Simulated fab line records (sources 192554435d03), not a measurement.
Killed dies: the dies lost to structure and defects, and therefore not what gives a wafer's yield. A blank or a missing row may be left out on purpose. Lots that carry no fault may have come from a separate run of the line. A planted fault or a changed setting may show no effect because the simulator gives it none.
Chamber matching	flow n5Finfet	N5_MOL_CONTACT_COAG_ETCHBACK_135 on rieDiel-02 has 4 sister chambers
The step etches SiO2 in CHF3, target depth 25 nm, time 16.7 s. 4 wafers are shown with their chamber, then 12 later ones without.

WAFERS WITH THEIR CHAMBER
wafer	chamber	showerheadPlenumPTorr (Torr)
L086.3	0	2.45
L087.4	2	2.39
L088.3	1	2.52
L088.6	3	2.53

WAFERS MISSING THEIR CHAMBER
wafer	showerheadPlenumPTorr (Torr)
L089.1	2.45
L089.3	2.52
L089.5	2.39
L092.4	2.45
L092.5	2.39
L092.6	2.52
L093.2	2.51
L093.4	2.45
L093.5	2.53
L095.1	2.45
L095.4	2.38
L095.5	2.51

WHICH CHAMBER EACH ONE RAN IN
wafer	from the rows above	in truth
L089.1	0	0
L089.3	can't be placed: 1 or 3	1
L089.5	2	2
L092.4	0	0
L092.5	2	2
L092.6	can't be placed: 1 or 3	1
L093.2	can't be placed: 1 or 3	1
L093.4	0	0
L093.5	can't be placed: 3 or 1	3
L095.1	0	0
L095.4	2	2
L095.5	can't be placed: 1 or 3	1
Placed correctly: 7 of 12. From these rows, 5 cannot be placed; in 5 the true chamber is one of the candidates. Wrongly placed: 0.
How it was worked out, from the rows above alone: a wafer's distance from a chamber is the root of the sum, over the readings, of the square of ((its reading less the chamber's mean) divided by the reading's scatter). The wafer belongs to the nearest chamber; if the next one is less than 2 further off, it can't be placed. For every chamber, the mean is computed from those of its wafers that are shown. The scatter (one wafer shown for each chamber): square how far every hidden wafer sits from the nearest shown wafer, average those squares and take the square root.
